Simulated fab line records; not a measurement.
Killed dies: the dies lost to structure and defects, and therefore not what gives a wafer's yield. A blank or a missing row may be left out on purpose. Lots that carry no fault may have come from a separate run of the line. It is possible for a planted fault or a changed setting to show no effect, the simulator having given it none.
Which of the tools did it? | flow n5-finfet | 42 wafers from 14 lots sampled at 7 of the route's 1938 steps

== WHAT THE GAUGES SHOWED, per wafer ==
N5_BEOL_M3_CD_MEAS_18: pitch 36 nm, target cd 18 nm. Usual: 17.97 nm for cd-nm, sd 0.29.
lot  | measured     | on        | cd-nm (nm)        | flag
L997 | day 7 19:19  | cd-sem-02 | 17.44 17.84 17.75 |
L999 | day 8 07:46  | cd-sem-03 | 17.50 17.76 17.90 |
L100 | day 8 14:06  | cd-sem-03 | 18.02 17.79 18.32 |
L101 | day 8 21:17  | cd-sem-01 | 18.22 17.84 17.61 |
L103 | day 9 13:22  | cd-sem-03 | 17.63 17.91 18.81 |
L105 | day 11 05:59 | cd-sem-03 | 18.32 18.18 18.19 |
L107 | day 11 17:53 | cd-sem-01 | - - -             | OFF
L108 | day 12 11:32 | cd-sem-03 | - - -             | OFF
L109 | day 12 22:55 | cd-sem-01 | 18.28 18.28 17.77 |
L110 | day 12 23:28 | cd-sem-01 | 17.58 17.90 17.76 |
L116 | day 13 12:52 | cd-sem-01 | 18.51 18.42 18.25 |
L115 | day 13 20:21 | cd-sem-02 | 18.16 18.10 18.27 |
L118 | day 14 12:01 | cd-sem-03 | 18.26 17.95 18.10 |
L119 | day 14 16:10 | cd-sem-03 | 17.93 18.13 17.84 |

N5_BEOL_M4_RC_MEAS_101. Usual: DIBL_N 36.3 mV/V, standard deviation 1.1; DIBL_P 36.3 mV/V, standard deviation 1.4; IOFF_N 0.155 nA/um, standard deviation 0.019; IOFF_P 0.211 nA/um, standard deviation 0.027; ION_N 672 uA/um, standard deviation 8.5; ION_P 462 uA/um, standard deviation 5.8; SS_N 71.5 mV/dec, standard deviation 0.56; SS_P 73.3 mV/dec, standard deviation 0.52; VT_N 249.9 mV, standard deviation 2.5; VT_P -249.8 mV, standard deviation 2.8.
lot  | measured     | on        | DIBL_N (mV/V)  | DIBL_P (mV/V)  | IOFF_N (nA/um)    | IOFF_P (nA/um)    | ION_N (uA/um) | ION_P (uA/um) | SS_N (mV/dec)  | SS_P (mV/dec)  | VT_N (mV)         | VT_P (mV)            | flag
L997 | day 9 18:11  | prober-01 | 37.5 37.8 35.0 | 38.2 39.5 35.7 | 0.185 0.200 0.143 | 0.238 0.248 0.190 | 676 675 670   | 460 459 463   | 71.3 73.1 71.3 | 74.3 74.2 73.0 | 247.9 245.3 250.0 | -248.6 -248.1 -251.1 |
L999 | day 10 03:50 | prober-01 | 35.0 35.6 36.1 | 36.1 37.4 37.8 | 0.126 0.148 0.149 | 0.198 0.235 0.227 | 669 679 668   | 459 473 458   | 70.9 71.3 71.5 | 72.1 73.1 72.3 | 255.9 248.9 251.6 | -249.1 -247.1 -248.8 |
L100 | day 10 22:22 | prober-01 | 37.2 36.5 35.9 | 37.1 36.6 35.2 | 0.172 0.161 0.140 | 0.244 0.243 0.227 | 676 672 669   | 472 467 469   | 71.9 71.8 71.0 | 73.9 73.0 72.7 | 248.4 247.0 252.1 | -244.4 -247.3 -248.4 |
L101 | day 11 10:13 | prober-01 | 36.3 34.8 36.3 | 36.4 33.7 35.6 | 0.166 0.135 0.171 | 0.199 0.167 0.199 | 684 677 691   | 462 463 465   | 71.2 71.3 71.8 | 73.6 72.6 73.6 | 248.7 252.9 248.2 | -252.6 -251.8 -250.2 |
L103 | day 13 01:34 | prober-02 | 36.7 37.7 36.1 | 37.0 37.7 34.9 | 0.177 0.182 0.156 | 0.217 0.223 0.183 | 689 677 670   | 466 459 456   | 71.6 72.3 71.0 | 74.0 73.2 73.2 | 250.4 245.9 249.7 | -248.3 -247.1 -251.6 |
L105 | day 13 23:12 | prober-02 | 35.9 35.7 35.2 | 36.0 35.8 35.6 | 0.138 0.138 0.128 | 0.162 0.165 0.158 | 662 671 668   | 451 455 456   | 71.5 71.1 70.8 | 73.4 72.9 72.3 | 250.9 253.8 255.3 | -255.3 -253.9 -256.4 |
L109 | day 15 10:38 | prober-01 | 36.8 34.9 37.2 | 37.0 35.0 37.4 | 0.144 0.116 0.153 | 0.238 0.204 0.250 | 663 650 665   | 460 455 460   | 72.3 71.6 72.1 | 73.7 72.6 73.7 | 251.8 257.1 251.9 | -247.6 -250.4 -248.8 |
L110 | day 15 19:02 | prober-02 | 36.0 34.5 36.7 | 35.6 33.9 36.1 | 0.151 0.128 0.169 | 0.238 0.210 0.253 | 667 662 682   | 468 464 467   | 71.7 70.8 71.6 | 73.2 72.8 72.9 | 248.3 253.7 245.5 | -246.1 -245.9 -243.8 |
L116 | day 17 06:04 | prober-02 | 36.5 40.0 37.1 | 36.4 40.9 37.2 | 0.150 0.228 0.171 | 0.210 0.301 0.236 | 676 699 677   | 466 479 471   | 71.5 72.5 71.1 | 72.9 74.0 73.1 | 250.0 242.9 246.3 | -250.0 -244.8 -247.0 |
L115 | day 17 07:20 | prober-02 | 36.7 37.0 35.8 | 36.8 37.5 35.6 | 0.160 0.168 0.143 | 0.218 0.219 0.199 | 677 684 665   | 467 468 463   | 71.3 70.9 71.3 | 73.0 72.6 73.0 | 248.6 249.9 249.8 | -247.3 -248.5 -250.6 |
L118 | day 17 17:07 | prober-01 | 35.6 36.3 36.0 | 35.2 34.7 35.2 | 0.158 0.159 0.158 | 0.210 0.200 0.205 | 682 666 675   | 464 459 458   | 72.1 72.0 71.3 | 73.3 73.4 73.0 | 248.2 249.2 249.8 | -248.4 -250.9 -249.2 |
L119 | day 16 04:41 | prober-02 | 37.2 38.7 37.2 | 36.6 36.8 35.6 | 0.171 0.196 0.161 | 0.241 0.250 0.223 | 678 671 674   | 467 461 464   | 72.2 72.8 71.9 | 73.7 73.2 73.3 | 251.6 246.3 247.5 | -246.2 -246.9 -249.5 |

== WHAT TOOL EACH LOT RAN ON (gives the tool, then ch and the chambers of the sampled wafers, and finally the start) ==
lot  | N5_BEOL_M2_ANNEAL_51             | N5_BEOL_M3_ETCH_74                 | N5_BEOL_M3_ETCH_64                 | N5_BEOL_M3_HM_OPEN_17             | N5_BEOL_M3_STRIP_19
L997 | rtp-anneal-02 ch 0, day 7 15:08  | rie-diel-06 ch 0,2,3, day 7 18:50  | rie-diel-06 ch 0,2,3, day 7 18:53  | rie-metal-02 ch 0,1, day 7 19:02  | rie-diel-06 ch 1,3, day 7 19:14
L999 | rtp-anneal-02 ch 0, day 8 05:19  | rie-diel-06 ch 0,2, day 8 07:22    | rie-diel-06 ch 0,2, day 8 07:25    | rie-metal-03 ch 0,1, day 8 07:35  | rie-diel-06 ch 1,2,3, day 8 07:43
L100 | rtp-anneal-01 ch 0, day 8 10:38  | rie-diel-06 ch 0,1,2, day 8 13:42  | rie-diel-06 ch 0,1,2, day 8 13:45  | rie-metal-01 ch 0,1, day 8 13:57  | rie-diel-01 ch 0,1,3, day 8 14:02
L101 | rtp-anneal-02 ch 0, day 8 19:07  | rie-diel-06 ch 0,1,2, day 8 20:52  | rie-diel-06 ch 0,1,2, day 8 20:55  | rie-metal-02 ch 0,1, day 8 21:05  | rie-diel-06 ch 0,1,3, day 8 21:13
L103 | rtp-anneal-02 ch 0, day 9 10:38  | rie-diel-06 ch 0,2,3, day 9 12:58  | rie-diel-06 ch 0,2,3, day 9 13:01  | rie-metal-01 ch 0,1, day 9 13:11  | rie-diel-06 ch 0,1,3, day 9 13:17
L105 | rtp-anneal-02 ch 0, day 11 03:46 | rie-diel-01 ch 2,3, day 11 05:35   | rie-diel-01 ch 2,3, day 11 05:38   | rie-metal-03 ch 0,1, day 11 05:48 | rie-diel-03 ch 1,2,3, day 11 05:55
L107 | rtp-anneal-01 ch 0, day 11 15:42 | rie-diel-06 ch 1,3, day 11 17:29   | rie-diel-06 ch 1,3, day 11 17:32   | rie-metal-02 ch 0,1, day 11 17:42 | rie-diel-01 ch 0,1,3, day 11 17:49
L108 | rtp-anneal-02 ch 0, day 12 07:32 | rie-diel-03 ch 0,2,3, day 12 11:08 | rie-diel-03 ch 0,2,3, day 12 11:11 | rie-metal-03 ch 0,1, day 12 11:23 | rie-diel-03 ch 0,2,3, day 12 11:28
L109 | rtp-anneal-01 ch 0, day 12 19:28 | rie-diel-06 ch 0,2, day 12 22:31   | rie-diel-06 ch 0,2, day 12 22:34   | rie-metal-02 ch 0,1, day 12 22:44 | rie-diel-03 ch 0,3, day 12 22:50
L110 | rtp-anneal-02 ch 0, day 12 21:21 | rie-diel-03 ch 0,1,2, day 12 23:04 | rie-diel-03 ch 0,1,2, day 12 23:07 | rie-metal-02 ch 0,1, day 12 23:17 | rie-diel-03 ch 1,2, day 12 23:23
L116 | rtp-anneal-02 ch 0, day 13 10:02 | rie-diel-03 ch 0,3, day 13 12:28   | rie-diel-03 ch 0,3, day 13 12:31   | rie-metal-03 ch 0,1, day 13 12:41 | rie-diel-03 ch 2,3, day 13 12:47
L115 | rtp-anneal-02 ch 0, day 13 17:54 | rie-diel-03 ch 0,2,3, day 13 19:58 | rie-diel-03 ch 0,2,3, day 13 20:00 | rie-metal-03 ch 1, day 13 20:10   | rie-diel-06 ch 0,1,2, day 13 20:17
L118 | rtp-anneal-02 ch 0, day 14 06:50 | rie-diel-06 ch 0,2, day 14 11:37   | rie-diel-06 ch 0,2, day 14 11:40   | rie-metal-02 ch 0,1, day 14 11:52 | rie-diel-06 ch 1,2,3, day 14 11:57
L119 | rtp-anneal-02 ch 0, day 14 14:10 | rie-diel-03 ch 1,2, day 14 15:46   | rie-diel-03 ch 1,2, day 14 15:49   | rie-metal-02 ch 0,1, day 14 16:01 | rie-diel-06 ch 0,3, day 14 16:06
- N5_BEOL_M2_ANNEAL_51: time 90 s.
- N5_BEOL_M3_ETCH_74: etches underlayer in N2/H2, target depth 6.5 nm, time 5.2 s.
- N5_BEOL_M3_ETCH_64: etches SOC in N2/H2, target depth 75 nm, overetch 15 nm, time 112.5 s.
- N5_BEOL_M3_HM_OPEN_17: chemistry Cl2/BCl3, target TiN, target depth 20 nm, overetch 6 nm.
- N5_BEOL_M3_STRIP_19: strips in O2.

== WHAT THE TOOLS THEMSELVES READ (means of the sampled wafers that have a number; where no wafer has one, the mark that the record gives instead) ==
N5_BEOL_M2_ANNEAL_51. Usual: 226.04 for wafer_temp_C_max, sd 0.24.
lot  | tool          | wafer_temp_C_max | flag
L997 | rtp-anneal-02 | 226.18           |
L999 | rtp-anneal-02 | 225.91           |
L100 | rtp-anneal-01 | 226.20           |
L101 | rtp-anneal-02 | 225.96           |
L103 | rtp-anneal-02 | 225.93           |
L105 | rtp-anneal-02 | 225.90           |
L107 | rtp-anneal-01 | 226.45           |
L108 | rtp-anneal-02 | 226.08           |
L109 | rtp-anneal-01 | 225.93           |
L110 | rtp-anneal-02 | 225.65           |
L116 | rtp-anneal-02 | 225.92           |
L115 | rtp-anneal-02 | 226.07           |
L118 | rtp-anneal-02 | 226.18           |
L119 | rtp-anneal-02 | 226.03           |

N5_BEOL_M3_ETCH_74. Usual: bias-w 150.0 W, standard deviation 0.45; chamber-pressure-mTorr 30.00 mTorr, standard deviation 0.047; drypump-motor-current-A 5.9 A, standard deviation 0.36; etch-rf-on-time-s 5.20 s, standard deviation 0.067; h2-flow-sccm 199.9 sccm, standard deviation 0.61; oes-product-au 0.69 a.u., standard deviation 0.068; rf-vpp-V 523.6 V, standard deviation 2.5; showerhead-plenum-p-Torr 2.53 Torr, standard deviation 0.08; throttle-valve-pct 17.82 %, standard deviation 0.15.
lot  | tool        | bias-w (W) | chamber-pressure-mTorr (mTorr) | drypump-motor-current-A (A) | etch-rf-on-time-s (s) | h2-flow-sccm (sccm) | oes-product-au (a.u.) | rf-vpp-V (V) | showerhead-plenum-p-Torr (Torr) | throttle-valve-pct (%) | flag
L997 | rie-diel-06 | 150.2      | 30.00                          | 5.9                         | 5.29                  | 200.2               | 0.63                  | 524.2        | 2.54                            | 17.77                  |
L999 | rie-diel-06 | 149.7      | 30.03                          | 5.8                         | 5.22                  | 199.7               | 0.67                  | 524.7        | 2.60                            | 17.75                  |
L100 | rie-diel-06 | 149.5      | 30.00                          | 6.1                         | 5.16                  | 200.0               | 0.72                  | 525.7        | 2.57                            | 17.81                  |
L101 | rie-diel-06 | 150.2      | 30.00                          | 6.1                         | 5.26                  | 199.9               | 0.71                  | 525.2        | 2.57                            | 17.81                  |
L103 | rie-diel-06 | 150.4      | 29.99                          | 5.9                         | 5.25                  | 200.0               | 0.63                  | 523.1        | 2.54                            | 17.79                  |
L105 | rie-diel-01 | 149.9      | 29.99                          | 5.8                         | 5.14                  | 199.6               | 0.71                  | 524.9        | 2.58                            | 17.97                  |
L107 | rie-diel-06 | 150.5      | 30.03                          | 6.1                         | 5.16                  | 199.9               | 0.71                  | 521.4        | 2.46                            | 17.86                  |
L108 | rie-diel-03 | 149.6      | 29.95                          | 6.0                         | 5.15                  | 200.5               | 0.70                  | 523.3        | 2.50                            | 17.83                  |
L109 | rie-diel-06 | 150.1      | 30.03                          | 6.2                         | 5.18                  | 199.8               | 0.65                  | 526.4        | 2.61                            | 17.87                  |
L110 | rie-diel-03 | 149.6      | 29.98                          | 5.7                         | 5.24                  | 200.3               | 0.66                  | 524.1        | 2.55                            | 17.88                  |
L116 | rie-diel-03 | 150.0      | 29.98                          | 6.1                         | 5.23                  | 200.8               | 0.67                  | 520.7        | 2.45                            | 17.74                  |
L115 | rie-diel-03 | 149.7      | 30.01                          | 6.0                         | 5.20                  | 199.7               | 0.68                  | 522.5        | 2.49                            | 17.85                  |
L118 | rie-diel-06 | 150.1      | 29.96                          | 5.8                         | 5.22                  | 199.8               | 0.65                  | 523.5        | 2.58                            | 17.82                  |
L119 | rie-diel-03 | 149.9      | 30.00                          | 5.7                         | 5.14                  | 199.8               | 0.73                  | 523.9        | 2.58                            | 17.71                  |

N5_BEOL_M3_ETCH_64. Usual: bias-w 150.0 W, standard deviation 0.44; chamber-pressure-mTorr 29.997 mTorr, standard deviation 0.03; drypump-motor-current-A 5.9 A, standard deviation 0.36; h2-flow-sccm 199.8 sccm, standard deviation 0.61; oes-product-au 0.64 a.u., standard deviation 0.059; rf-vpp-V 523.5 V, standard deviation 2.4; showerhead-plenum-p-Torr 2.53 Torr, standard deviation 0.08; throttle-valve-pct 17.78 %, standard deviation 0.15.
lot  | tool        | bias-w (W) | chamber-pressure-mTorr (mTorr) | drypump-motor-current-A (A) | h2-flow-sccm (sccm) | oes-product-au (a.u.) | rf-vpp-V (V) | showerhead-plenum-p-Torr (Torr) | throttle-valve-pct (%) | flag
L997 | rie-diel-06 | 149.9      | 30.017                         | 5.9                         | 199.6               | 0.60                  | 523.7        | 2.54                            | 17.72                  |
L999 | rie-diel-06 | 150.4      | 30.018                         | 5.8                         | 199.5               | 0.63                  | 525.7        | 2.60                            | 17.71                  |
L100 | rie-diel-06 | 150.3      | 30.036                         | 6.1                         | 200.0               | 0.67                  | 524.2        | 2.57                            | 17.75                  |
L101 | rie-diel-06 | 149.9      | 29.991                         | 6.1                         | 199.9               | 0.66                  | 525.0        | 2.57                            | 17.78                  |
L103 | rie-diel-06 | 149.9      | 30.003                         | 5.9                         | 199.6               | 0.60                  | 523.8        | 2.54                            | 17.76                  |
L105 | rie-diel-01 | 149.5      | 29.966                         | 5.8                         | 199.8               | 0.65                  | 525.2        | 2.58                            | 17.94                  |
L107 | rie-diel-06 | -          | -                              | -                           | -                   | -                     | -            | -                               | -                      | OFF
L108 | rie-diel-03 | -          | -                              | -                           | -                   | -                     | -            | -                               | -                      | OFF
L109 | rie-diel-06 | 149.8      | 29.996                         | 6.2                         | 200.2               | 0.60                  | 525.3        | 2.61                            | 17.83                  |
L110 | rie-diel-03 | 150.1      | 30.015                         | 5.7                         | 199.3               | 0.61                  | 523.7        | 2.56                            | 17.85                  |
L116 | rie-diel-03 | 149.4      | 30.008                         | 6.1                         | 200.7               | 0.63                  | 521.9        | 2.45                            | 17.72                  |
L115 | rie-diel-03 | 150.0      | 30.003                         | 6.0                         | 200.4               | 0.63                  | 522.7        | 2.49                            | 17.80                  |
L118 | rie-diel-06 | 149.8      | 29.996                         | 5.8                         | 200.8               | 0.60                  | 524.8        | 2.58                            | 17.78                  |
L119 | rie-diel-03 | 150.2      | 29.990                         | 5.7                         | 200.3               | 0.67                  | 524.5        | 2.58                            | 17.69                  |

N5_BEOL_M3_HM_OPEN_17. Usual: drypump-motor-current-A 5.7 A, standard deviation 0.34; oes-product-au 0.64 a.u., standard deviation 0.081; throttle-valve-pct 22.16 %, standard deviation 0.09.
lot  | tool         | drypump-motor-current-A (A) | oes-product-au (a.u.) | throttle-valve-pct (%) | flag
L997 | rie-metal-02 | 5.9                         | 0.59                  | 22.24                  |
L999 | rie-metal-03 | 5.4                         | 0.65                  | 22.15                  |
L100 | rie-metal-01 | 5.8                         | 0.56                  | 22.24                  |
L101 | rie-metal-02 | 6.1                         | 0.62                  | 22.20                  |
L103 | rie-metal-01 | 5.7                         | 0.56                  | 22.15                  |
L105 | rie-metal-03 | 5.4                         | 0.60                  | 22.13                  |
L107 | rie-metal-02 | 5.9                         | 0.33                  | 22.74                  | OFF
L108 | rie-metal-03 | 5.4                         | 0.28                  | 22.82                  | OFF
L109 | rie-metal-02 | 5.9                         | 0.74                  | 22.10                  |
L110 | rie-metal-02 | 6.1                         | 0.70                  | 22.15                  |
L116 | rie-metal-03 | 5.3                         | 0.60                  | 22.14                  |
L115 | rie-metal-03 | 5.5                         | 0.66                  | 22.22                  |
L118 | rie-metal-02 | 6.0                         | 0.69                  | 22.14                  |
L119 | rie-metal-02 | 6.0                         | 0.69                  | 22.15                  |

N5_BEOL_M3_STRIP_19. Usual: drypump-motor-current-A 5.9 A, standard deviation 0.37; oes-product-au 0.82 a.u., standard deviation 0.08; rf-vpp-V 3.7 V, standard deviation 0.45; showerhead-plenum-p-Torr 2.10 Torr, standard deviation 0.068; throttle-valve-pct 16.63 %, standard deviation 0.14.
lot  | tool        | drypump-motor-current-A (A) | oes-product-au (a.u.) | rf-vpp-V (V) | showerhead-plenum-p-Torr (Torr) | throttle-valve-pct (%) | flag
L997 | rie-diel-06 | 6.1                         | 0.88                  | 3.5          | 2.03                            | 16.61                  |
L999 | rie-diel-06 | 5.9                         | 0.82                  | 3.6          | 2.05                            | 16.59                  |
L100 | rie-diel-01 | 5.7                         | 0.85                  | 3.3          | 2.06                            | 16.68                  |
L101 | rie-diel-06 | 6.2                         | 0.80                  | 3.1          | 2.08                            | 16.62                  |
L103 | rie-diel-06 | 6.2                         | 0.79                  | 3.7          | 2.08                            | 16.64                  |
L105 | rie-diel-03 | 5.8                         | 0.76                  | 4.1          | 2.10                            | 16.56                  |
L107 | rie-diel-01 | 5.7                         | 0.91                  | 3.7          | 2.14                            | 16.55                  |
L108 | rie-diel-03 | 6.0                         | 0.82                  | 3.7          | 2.06                            | 16.66                  |
L109 | rie-diel-03 | 6.1                         | 0.80                  | 4.2          | 2.02                            | 16.61                  |
L110 | rie-diel-03 | 5.4                         | 0.72                  | 3.6          | 2.14                            | 16.61                  |
L116 | rie-diel-03 | 6.0                         | 0.79                  | 3.8          | 2.08                            | 16.59                  |
L115 | rie-diel-06 | 6.1                         | 0.80                  | 4.1          | 2.11                            | 16.69                  |
L118 | rie-diel-06 | 5.9                         | 0.88                  | 3.8          | 2.13                            | 16.49                  |
L119 | rie-diel-06 | 6.0                         | 0.88                  | 4.4          | 2.22                            | 16.34                  |

== THE ANSWER, worked out from the rows above alone ==
Rule: take the mean of a lot's wafers that have a number; if it is more than 3 standard deviations from the usual mean, the lot is off. A lot without any number at a reading at which 4 lots or more have one is off too. Any other lot the step has rows for is counted as sound. After the gauges, taken in route order, come the tools' own readings; for these a lot's mean is taken, as printed above. The first step at which some lot is off is used, and at that step the reading that is off furthest; a lot without a number counts as furthest.
Off at N5_BEOL_M3_CD_MEAS_18 (cd-nm): L107, L108. Without a number there: L107, L108.
A tool fits if, at a process step before that reading, it ran every lot that is off, and no sound lot after the first of them. The gauges at N5_BEOL_M3_CD_MEAS_18 aren't tried: what is off there is off at N5_BEOL_M3_ETCH_64 too, on other tools, and a gauge's error can't cause that. Not one of the candidates tried fits.

== WHAT THE SIMULATOR HAD INSERTED ==
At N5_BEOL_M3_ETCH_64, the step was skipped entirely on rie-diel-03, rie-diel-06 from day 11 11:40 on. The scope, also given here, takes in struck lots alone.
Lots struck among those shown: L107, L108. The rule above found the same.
